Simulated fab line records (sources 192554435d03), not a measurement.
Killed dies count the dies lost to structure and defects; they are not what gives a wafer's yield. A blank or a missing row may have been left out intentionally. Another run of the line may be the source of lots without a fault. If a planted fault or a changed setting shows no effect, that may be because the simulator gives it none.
fab line records	flow n5Finfet
[record] lots = 6	wafers = 18	lastDay = 16
route steps=1938 shown BEOL_M4@1074 BEOL_M5@1112 PASSIVATION@1936
lots that met no fault: from a run of the same line without faults
startH: hours from the record's first day to the start of the lot's first wafer shown	waitH: hours since the lot's step before	" same as the row above	L1.1+2: one row covering several wafers at once	- value missing, or start not given	* or withheld: withheld	< > ~ a bound
route shown NAME@n: NAME is a module with steps in the file, n the number in the route of the first one	usual: the fault-free wafers' mean and standard deviation	same: alike in all rows	chamber/n: place in a boat	sites: each site's reading	_std_site: their standard deviation	_edge_site: outer sites' mean less inner sites'	radiusMm: how far each site lies from the wafer's centre	mask NAME#n: copy n	behind: the last tool/chamber to shape the wafer	hold: the reason the lot was held/the length of the hold in hours/how it ended	device: names the non-switching transistor (n, p or np)	end of line: tests of these same wafers at the route's end	a step without rows: its recipe alone	killed: at the first sort, the dies lost to defects and structure; wafer yield is something else	map: a wafer's dies, marking killed ones x, the rest . and places with no die _
set.NAME: the setting that was run; set.NAME@STEP: the one run at that earlier step	model.NAME: the simulator's own value behind a step, which no gauge read
a table for each step, a row for each wafer; lots at some steps of the route
[[steps]]
[step N5_BEOL_M4_HM_STRIP_39]
[recipe] chemistry = peroxideTinStrip	material = TiN	targetDepthA = 250	tempC = 50	timeS = 158
[step N5_BEOL_M4_SRD_40]
[recipe] timeS = 30	tempC = 23	rinseLiquid = diw	dry = ipaMarangoni
[step N5_BEOL_M4_PRECLEAN_42]
[recipe] chemistry = residueRemover	timeS = 60	tempC = 40
[step N5_BEOL_M4_SRD_43]
[recipe] timeS = 30	tempC = 23	rinseLiquid = diw	dry = ipaMarangoni
[step N5_BEOL_M4_CD_MEAS_35]
[recipe] targetCdNm = 18	targetCdYNm = 22.4	polarity = opening
[usual] cdNm = 18.1/0.36
lot.wafer	tool	chamber	startH	waitH	cdNm
L655.2	cdSem-01	-	175.85	0.0	19.0
L655.3	"	-	"	"	18.1
L655.5	"	-	"	"	18.4
L656.1	cdSem-01	-	180.31	0.0	17.4
L656.2	"	-	"	"	18.0
L656.4	"	-	"	"	17.8
L659.1	cdSem-01	-	202.12	0.0	18.4
L659.3	"	-	"	"	18.4
L659.6	"	-	"	"	18.1
L664.4	cdSem-01	-	247.23	0.0	18.0
L664.5	"	-	"	"	18.1
L664.6	"	-	"	"	18.0
L665.2	cdSem-03	-	252.14	0.0	18.2
L665.5	"	-	"	"	17.4
L665.6	"	-	"	"	18.4
L670.1	cdSem-01	-	276.15	0.0	18.2
L670.5	"	-	"	"	18.3
L670.6	"	-	"	"	18.0
[step N5_BEOL_M4_DEGAS_44]
[recipe] ambient = vacuum	tempC = 250	timeS = 60
[step N5_BEOL_M4_PRE_CLEAN_45]
[recipe] gas = H2/He	timeS = 30	tempC = 250
[step N5_BEOL_M4_ALD_84]
[recipe] material = TaN	targetThkA = *	tempC = 275	aldPrecursorFamily = PDMAT	aldCoReactant = NH3	pressureTorr = 3	carrierFlowSccm = 1500	pulseTimeS = 2	purgeTimeS = 3	coReactantPurgeTimeS = 2	coReactantPulseTimeS = 3	aldCycles = 30	precursorVesselTempC = 75	precursorVesselPressureTorr = 26.25	precursorVesselCarrierSccm = 1000
[step N5_BEOL_M4_SURFACE_TREAT_85]
[recipe] gas = Ar	timeS = *	ionEnergyEv = *	ionCurrentMaCm2 = 0.5	pressureMtorr = *	arFlowSccm = 30
[usual] pressureMtorr = *	throttleValvePct = *
lot.wafer	tool	chamber	startH	waitH	pressureMtorr	throttleValvePct
L655.2	pvdSputter-03	-	176.82	0.4	*	*
L655.3	"	-	"	"	*	*
L655.5	"	-	"	"	*	*
L656.1	pvdSputter-01	-	181.05	0.2	*	*
L656.2	"	-	"	"	*	*
L656.4	"	-	"	"	*	*
L659.1	pvdSputter-01	-	202.54	0.1	*	*
L659.3	"	-	"	"	*	*
L659.6	"	-	"	"	*	*
L664.4	pvdSputter-01	-	247.70	0.1	*	*
L664.5	"	-	"	"	*	*
L664.6	"	-	"	"	*	*
L665.2	pvdSputter-01	-	252.80	0.2	*	*
L665.5	"	-	"	"	*	*
L665.6	"	-	"	"	*	*
L670.1	pvdSputter-01	-	277.01	0.2	*	*
L670.5	"	-	"	"	*	*
L670.6	"	-	"	"	*	*
[step N5_BEOL_M4_CVD_47]
[recipe] material = Co	targetThkA = 30	tempC = withheld	precursor = CCTBA/H2	pressureTorr = 30	timeS = 223.8
[step N5_BEOL_M4_SPUTTER_48]
[recipe] material = Cu	targetThkA = 45	tempC = -20	chamberPressurePa = 0.07	powerW = withheld	timeS = 8.29
[step N5_BEOL_M4_ANNEAL_49]
[recipe] tempC = 400	timeS = 240	ambient = vacuum
[usual] heaterPowerW = 830/57
lot.wafer	tool	chamber	startH	waitH	heaterPowerW
L655.2	pvdSputter-01	-	178.43	0.0	829
L655.3	"	-	"	"	825
L655.5	"	-	"	"	838
L656.1	pvdSputter-01	-	181.37	0.0	867
L656.2	"	-	"	"	826
L656.4	"	-	"	"	773
L659.1	pvdSputter-01	-	202.93	0.0	815
L659.3	"	-	"	"	800
L659.6	"	-	"	"	774
L664.4	pvdSputter-01	-	248.26	0.0	801
L664.5	"	-	"	"	860
L664.6	"	-	"	"	850
L665.2	pvdSputter-01	-	253.32	0.0	846
L665.5	"	-	"	"	876
L665.6	"	-	"	"	814
L670.1	pvdSputter-01	-	277.56	0.0	837
L670.5	"	-	"	"	883
L670.6	"	-	"	"	853
[step N5_BEOL_M4_SPUTTER_79]
[recipe] material = Cu	targetThkA = 45	tempC = -20	chamberPressurePa = 0.07	powerW = withheld	timeS = 8.29
[usual] throttleValvePct = 29.3/1.1
lot.wafer	tool	chamber	startH	waitH	throttleValvePct
L655.2	pvdSputter-01	-	178.57	0.1	27.9
L655.3	"	-	"	"	29.1
L655.5	"	-	"	"	27.8
L656.1	pvdSputter-01	-	181.51	0.1	30.5
L656.2	"	-	"	"	27.7
L656.4	"	-	"	"	27.6
L659.1	pvdSputter-01	-	203.07	0.1	27.8
L659.3	"	-	"	"	29.3
L659.6	"	-	"	"	27.9
L664.4	pvdSputter-01	-	248.40	0.1	28.7
L664.5	"	-	"	"	30.5
L664.6	"	-	"	"	27.8
L665.2	pvdSputter-01	-	253.46	0.1	27.6
L665.5	"	-	"	"	30.8
L665.6	"	-	"	"	29.1
L670.1	pvdSputter-01	-	277.70	0.1	27.5
L670.5	"	-	"	"	30.5
L670.6	"	-	"	"	27.9
[step N5_BEOL_M4_ANNEAL_80]
[recipe] tempC = 400	timeS = 240	ambient = vacuum
[usual] heaterPowerW = 829/56
lot.wafer	tool	chamber	startH	waitH	heaterPowerW
L655.2	pvdSputter-01	-	178.65	0.0	840
L655.3	"	-	"	"	809
L655.5	"	-	"	"	860
L656.1	pvdSputter-01	-	181.59	0.0	865
L656.2	"	-	"	"	849
L656.4	"	-	"	"	807
L659.1	pvdSputter-01	-	203.15	0.0	850
L659.3	"	-	"	"	801
L659.6	"	-	"	"	797
L664.4	pvdSputter-01	-	248.48	0.0	806
L664.5	"	-	"	"	866
L664.6	"	-	"	"	828
L665.2	pvdSputter-01	-	253.54	0.0	847
L665.5	"	-	"	"	879
L665.6	"	-	"	"	810
L670.1	pvdSputter-01	-	277.78	0.0	822
L670.5	"	-	"	"	867
L670.6	"	-	"	"	851
[step N5_BEOL_M4_SPUTTER_81]
[recipe] material = Cu	targetThkA = 45	tempC = -20	chamberPressurePa = 0.07	powerW = withheld	timeS = 8.29
[step N5_BEOL_M4_ANNEAL_82]
[recipe] tempC = 400	timeS = 240	ambient = vacuum
[step N5_BEOL_M4_SPUTTER_86]
[recipe] material = Cu	targetThkA = 45	tempC = -20	chamberPressurePa = 0.07	powerW = withheld	timeS = 8.29
[step N5_BEOL_M4_ANNEAL_87]
[recipe] tempC = 400	timeS = 240	ambient = vacuum
[step N5_BEOL_M4_SPUTTER_88]
[recipe] material = Cu	targetThkA = 45	tempC = -20	chamberPressurePa = 0.07	powerW = withheld	timeS = 8.29
[step N5_BEOL_M4_ANNEAL_89]
[recipe] tempC = 400	timeS = 240	ambient = vacuum
[step N5_BEOL_M4_SPUTTER_90]
[recipe] material = Cu	targetThkA = 45	tempC = -20	chamberPressurePa = 0.07	powerW = withheld	timeS = 8.29
[step N5_BEOL_M4_ANNEAL_91]
[recipe] tempC = 400	timeS = 240	ambient = vacuum
[usual] heaterPowerW = 831/60
lot.wafer	tool	chamber	startH	waitH	heaterPowerW
L655.2	pvdSputter-01	-	179.53	0.0	859
L655.3	"	-	"	"	806
L655.5	"	-	"	"	828
L656.1	pvdSputter-01	-	182.47	0.0	861
L656.2	"	-	"	"	844
L656.4	"	-	"	"	792
L659.1	pvdSputter-01	-	204.03	0.0	835
L659.3	"	-	"	"	804
L659.6	"	-	"	"	765
L664.4	pvdSputter-01	-	249.36	0.0	794
L664.5	"	-	"	"	842
L664.6	"	-	"	"	838
L665.2	pvdSputter-01	-	254.42	0.0	851
L665.5	"	-	"	"	879
L665.6	"	-	"	"	795
L670.1	pvdSputter-01	-	278.66	0.0	789
L670.5	"	-	"	"	879
L670.6	"	-	"	"	837
[step N5_BEOL_M4_SPUTTER_92]
[recipe] material = Cu	targetThkA = 45	tempC = -20	chamberPressurePa = 0.07	powerW = withheld	timeS = 8.29
[step N5_BEOL_M4_ANNEAL_93]
[recipe] tempC = 400	timeS = 240	ambient = vacuum
[usual] heaterPowerW = 831/61
lot.wafer	tool	chamber	startH	waitH	heaterPowerW
L655.2	pvdSputter-01	-	179.75	0.0	838
L655.3	"	-	"	"	817
L655.5	"	-	"	"	837
L656.1	pvdSputter-01	-	182.69	0.0	882
L656.2	"	-	"	"	827
L656.4	"	-	"	"	786
L659.1	pvdSputter-01	-	204.25	0.0	850
L659.3	"	-	"	"	787
L659.6	"	-	"	"	816
L664.4	pvdSputter-01	-	249.58	0.0	813
L664.5	"	-	"	"	885
L664.6	"	-	"	"	838
L665.2	pvdSputter-01	-	254.64	0.0	834
L665.5	"	-	"	"	893
L665.6	"	-	"	"	788
L670.1	pvdSputter-01	-	278.88	0.0	835
L670.5	"	-	"	"	866
L670.6	"	-	"	"	872
[step N5_BEOL_M4_SPUTTER_94]
[recipe] material = Cu	targetThkA = 45	tempC = -20	chamberPressurePa = 0.07	powerW = withheld	timeS = 8.29
[step N5_BEOL_M4_ANNEAL_95]
[recipe] tempC = 400	timeS = 240	ambient = vacuum
[step N5_BEOL_M4_SPUTTER_96]
[recipe] material = Cu	targetThkA = 45	tempC = -20	chamberPressurePa = 0.07	powerW = withheld	timeS = 8.29
[step N5_BEOL_M4_ECD_50]
[recipe] material = Cu	targetThkA = 3000
[step N5_BEOL_M4_ANNEAL_51]
[recipe] tempC = 225	timeS = 90	ambient = N2
[step N5_BEOL_M4_CMP_52]
[recipe] stopOn = SiOC	tOverpolishS = 6.8	downForcePsi = 1	platenRpm = 50	clearingPlatenDownForcePsi = 1.5	clearingPlatenRpm = 50	postCmpClean = cuAlkaline	targetThkNm = 40	clearingPlatenPadVelocityMS = 0.99484	padVelocityMS = 0.99484
[step N5_BEOL_M4_PRE_CLEAN_60]
[recipe] gas = NH3/H2	timeS = 15	tempC = *	rfPowerW = 300
[step N5_BEOL_M4_CO_CAP_55]
[recipe] material = Co	targetThkA = 20	tempC = 200	precursor = CCTBA/H2	pressureTorr = 30	timeS = 102.1
[step N5_BEOL_M4_PRE_CLEAN_56]
[recipe] gas = NH3	timeS = 15	tempC = withheld	rfPowerW = 300
[step N5_BEOL_M4_DEP_57]
[recipe] material = SiCN	targetThkA = 80	tempC = withheld	precursor = 3MS/NH3	pressureTorr = 3	rfW = 202	timeS = 14
[step N5_BEOL_M4_RS_MEAS_58]
[recipe] thkMeasGauge = four-point-probe	reads = Co_of_BEOL_M4_CO_CAP_55+Cu_of_BEOL_M4_ECD_50+Co_of_BEOL_M4_CVD_47+TaN_of_BEOL_M4_ALD_84
[usual] M4_RS = 0.674/0.029
lot.wafer	tool	chamber	startH	waitH	M4_RS[ohm/sq]
L655.2	filmMetro-02	-	183.39	0.1	0.668
L655.3	"	-	"	"	0.652
L655.5	"	-	"	"	0.680
L656.1	filmMetro-02	-	188.28	0.0	0.666
L656.2	"	-	"	"	0.750
L656.4	"	-	"	"	0.666
L659.1	filmMetro-01	-	209.01	0.1	0.673
L659.3	"	-	"	"	0.703
L659.6	"	-	"	"	0.648
L664.4	filmMetro-02	-	250.99	0.0	0.662
L664.5	"	-	"	"	0.679
L664.6	"	-	"	"	0.665
L665.2	filmMetro-01	-	256.34	0.1	0.637
L665.5	"	-	"	"	0.719
L665.6	"	-	"	"	0.699
L670.1	filmMetro-02	-	280.31	0.0	0.700
L670.5	"	-	"	"	0.687
L670.6	"	-	"	"	0.701
[step N5_BEOL_M4_RC_MEAS_101]
[usual] DIBL_N = 35.8/1.8	DIBL_P = 35.9/2.2	IOFF_N = 0.16/0.035	IOFF_P = 0.21/0.04	ION_N = 672/11	ION_P = 461/7.4	SS_N = 71.4/0.64	SS_P = 73.2/0.67	VT_N = 250/3.5	VT_P = -251/3.4
lot.wafer	tool	chamber	startH	waitH	DIBL_N[mV/V]	DIBL_P[mV/V]	IOFF_N[nA/um]	IOFF_P[nA/um]	ION_N[uA/um]	ION_P[uA/um]	SS_N[mV/dec]	SS_P[mV/dec]	VT_N[mV]	VT_P[mV]
L655.2	prober-02	0	183.59	0.2	31.9	29.9	0.10	0.15	648	449	70.3	72.2	257	-255
L655.3	"	0	"	"	36.8	36.2	0.18	0.24	679	465	71.6	73.2	249	-249
L655.5	"	0	"	"	36.0	36.3	0.17	0.23	674	466	71.3	72.9	249	-247
L656.1	prober-02	0	188.33	0.0	34.7	35.5	0.14	0.21	660	466	71.8	73.4	251	-248
L656.2	"	0	"	"	35.2	37.2	0.17	0.23	679	472	71.8	73.9	250	-249
L656.4	"	0	"	"	32.8	33.4	0.12	0.17	668	463	70.9	72.6	253	-252
L659.1	prober-01	0	209.06	0.0	39.2	39.8	0.21	0.28	683	471	72.4	74.1	247	-248
L659.3	"	0	"	"	35.0	34.5	0.13	0.18	677	461	71.0	72.1	253	-249
L659.6	"	0	"	"	35.9	35.9	0.14	0.21	664	465	72.0	72.6	251	-253
L664.4	prober-02	0	251.51	0.5	35.0	34.2	0.12	0.18	650	452	70.9	73.1	256	-254
L664.5	"	0	"	"	33.5	32.6	0.11	0.16	661	454	70.9	72.0	252	-254
L664.6	"	0	"	"	36.3	36.6	0.15	0.22	666	458	70.8	73.9	252	-249
L665.2	prober-02	0	256.55	0.2	37.4	38.2	0.18	0.24	683	465	71.2	73.5	249	-246
L665.5	"	0	"	"	37.3	36.5	0.17	0.21	670	459	71.1	73.5	251	-250
L665.6	"	0	"	"	35.1	35.0	0.13	0.19	676	464	71.3	72.9	254	-250
L670.1	prober-01	0	280.49	0.0	34.5	32.8	0.13	0.17	665	459	70.3	72.5	252	-252
L670.5	"	0	"	"	35.9	35.6	0.17	0.21	687	471	71.5	72.8	244	-250
L670.6	"	0	"	"	38.2	37.4	0.19	0.22	678	458	72.1	72.8	244	-251
[step N5_BEOL_M5_ILD_DEP_00]
[recipe] material = SiCOH_lowk	targetThkA = 1406.4	tempC = 300	precursor = DEMS/porogen	pressureTorr = 5	rfW = 500	timeS = 25.9
[step N5_BEOL_M5_CURE_79]
[recipe] tempC = 385	timeS = 240	ambient = He/Ar	material = SiCOH_lowk
[step N5_BEOL_M5_THK_MEAS_01]
[recipe] reads = SiCOH_lowk_of_BEOL_M5_ILD_DEP_00
[usual] M5_ILD_THK = 121.0/1.4
lot.wafer	tool	chamber	startH	waitH	M5_ILD_THK[nm]
L655.2	filmMetro-02	-	184.98	0.4	119.2
L655.3	"	-	"	"	119.9
L655.5	"	-	"	"	122.6
L656.1	filmMetro-02	-	189.87	0.4	120.0
L656.2	"	-	"	"	122.0
L656.4	"	-	"	"	121.0
L659.1	filmMetro-02	-	211.10	0.8	119.2
L659.3	"	-	"	"	121.8
L659.6	"	-	"	"	121.3
L664.4	filmMetro-01	-	253.06	0.4	120.7
L664.5	"	-	"	"	121.9
L664.6	"	-	"	"	121.2
L665.2	filmMetro-01	-	257.93	0.4	119.3
L665.5	"	-	"	"	121.6
L665.6	"	-	"	"	120.1
L670.1	filmMetro-01	-	282.04	0.4	119.7
L670.5	"	-	"	"	120.6
L670.6	"	-	"	"	122.2
[step N5_BEOL_M5_PECVD_70]
[recipe] material = SiO2	targetThkA = 160	tempC = 400	precursor = TEOS/O2	pressureTorr = 5.5	rfW = 450	teosFlowSccm = 53.8	gas = O2	flowSccm = 3000	timeS = 18
[step N5_PASSIVATION_PROBE_49]
[usual] defectLimitedYield = 91.0/1.5	killed_at_M0_to_M3 = 34/9.1	killed_at_M4_up = 14/5.7	killedAtContacts = 13/5.7	killedAtFrontEnd = 42/12	killedAtOther = 4/3.4	killedDies = 106/17	killedOnRim = 14/4.3	killedOpen = 70/13	killedShort = 34/7.5	sort_bin_5_function = 5.2/0.94	sort_bin_6_memory = 3.4/0.69	sortNPass = 1074/17	sortYieldPct = 91.0/1.5
[same] grossDies = 1180	killedAtBackSide = 0	sort_bin_4_leakage[%] = 0	sort_bin_8_speed[%] = 0
lot.wafer	tool	chamber	startH	waitH	defectLimitedYield[%]	killed_at_M0_to_M3	killed_at_M4_up	killedAtContacts	killedAtFrontEnd	killedAtOther	killedDies	killedOnRim	killedOpen	killedShort	sort_bin_5_function[%]	sort_bin_6_memory[%]	sortNPass	sortYieldPct[%]
L665.5	prober-02	-	356.90	0.2	81.0	34	114	14	60	2	224	32	84	33	11.0	5.6	956	81.0
L670.5	prober-01	-	381.07	0.2	81.9	32	121	22	35	3	213	29	82	31	10.8	4.9	967	81.9
// killed by level:class
L665.5 BEOL_M4:unspecified=105 FIN_SAQP:geometricParticle:open=17 STI_FIN_REVEAL:geometricParticle:open=17 MOL_CONTACT_COAG:geometricParticle:open=10 BEOL_M1:geometricParticle:open=10 FIN_SAQP:geometricParticle:short=7 BEOL_M3:geometricParticle:open=7 GATE_CUT:geometricParticle:short=6
L670.5 BEOL_M4:unspecified=99 MOL_CONTACT_COAG:geometricParticle:open=17 FIN_SAQP:geometricParticle:open=11 BEOL_M1:geometricParticle:open=11 BEOL_M4:geometricParticle:open=10 BEOL_M3:geometricParticle:open=6 MOL_CONTACT_COAG:geometricParticle:short=5 BEOL_M0_SAQP:geometricParticle:short=5
// map L665.5 (x killed, . not)
_________________x.......x...________________
______________x........x.x......_____________
___________..xxx..........x........__________
__________x.............x..x........_________
________xx....x...........x....x......_______
_______..........x.....................______
______........x......x...x.............._____
_____..........x.x.................x.....____
____............x..................x......___
___....x.............x...x.........x.......__
___..x..........x..........x.x.......x...x.__
__.........x.................x...........x.._
__....................x.....x.........x....._
_.x........x.........x.......xx............x.
_...x.x....x...............x................x
_.....................x...xx..x.x............
_........x........x..........x.....x.........
_............x.xx....x..............x........
_..........................x.......x..xx.x...
_....x......x...x.......x...x..x....x........
_......x...xx............x.....x.........x...
__......x..xx.xx...........x..........x....._
__...x.xxxxxxx..................x.........xx_
___.x.xx.xxxxxxxx.x....x...........xx......__
___.xxxxxxxxxxxxxx........x..x.............__
____xxxxxxxxxxxxxxx.....x.........x.......___
_____xxxxxxxxxxxxx........x.x...x..x.x...____
______xxxxxxxxxxxxx...x..x............x._____
_______xxxxxxxxxxx..x.......x..........______
________xxxxxxxxx..........x...xx....._______
__________xxxxxx...x..............x._________
___________.xx...x.......x.........__________
______________...........x......_____________
_________________........x...________________
// map L670.5 (x killed, . not)
_________________..x.........________________
______________.....x.x.x........_____________
___________...x...............x..x.__________
__________.x......x........x........_________
________..................x..........._______
_______......x.xx..................xx..______
______...x.....x.......x................_____
_____...............x..................xx____
____.........xx...x....x.......x..........___
___.....................x..x...............__
___.x.xx.......x.....x.............x.......__
__........x.x...x......................x...._
__.x.x...x.........x...........x...........x_
_....x...x...............x...x...x...x.......
_......................................x.....
_..........x........x....x......x.......x....
_......x...........x......x.......x..........
_.x........x.................................
_...........x...........x.x.........x.....x.x
_x....x.....x............x............x..xx..
_x......xx..xx..........................x....
__.....x..x.x........................x......_
__....x.xxxxxxx.........x....x.......x..x..._
___..xxxxxxxxxxx..x.xx........x..x.......x.__
___....xxxxxxxxxx..x........x......x.......__
____x.xxxxxxxxxxx.............x..........x___
_____xxxxxxxxxxxxx.x.........x..x.....x..____
______xxxxxxxxxx.x..................x..._____
_______xxxxxxxx.xx...x..x............xx______
________xxxxxxxxxx.x..x..............._______
__________xxxxxxxxx................._________
___________xxx..x.......x.x........__________
______________..x..............._____________
_________________............________________
[[key]]
[firstSign] step = N5_PASSIVATION_PROBE_49	reading = killed_at_M4_up	direction = up	sigmas = 18	usual = 14	struck = 118
[effect] step = N5_PASSIVATION_PROBE_49	reading = killedDies	direction = up	sigmas = 6.5	usual = 106	struck = 218
[moreKillsBornAt] N5_BEOL_M4_SPUTTER_79@pvdSputter-01 = 204
metAt N5_BEOL_M4_SPUTTER_79
struckWafers L665.5,L670.5
onsetBetween 248.40 253.46
[fault] kind = chamberParticleSource	tool = pvdSputter-01	chamber = -	onsetH = 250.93	steps = N5_BEOL_M4_SPUTTER_79	ratePerVisitCm2 = 0.75656	endH = 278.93	scope = struckWafersOnly
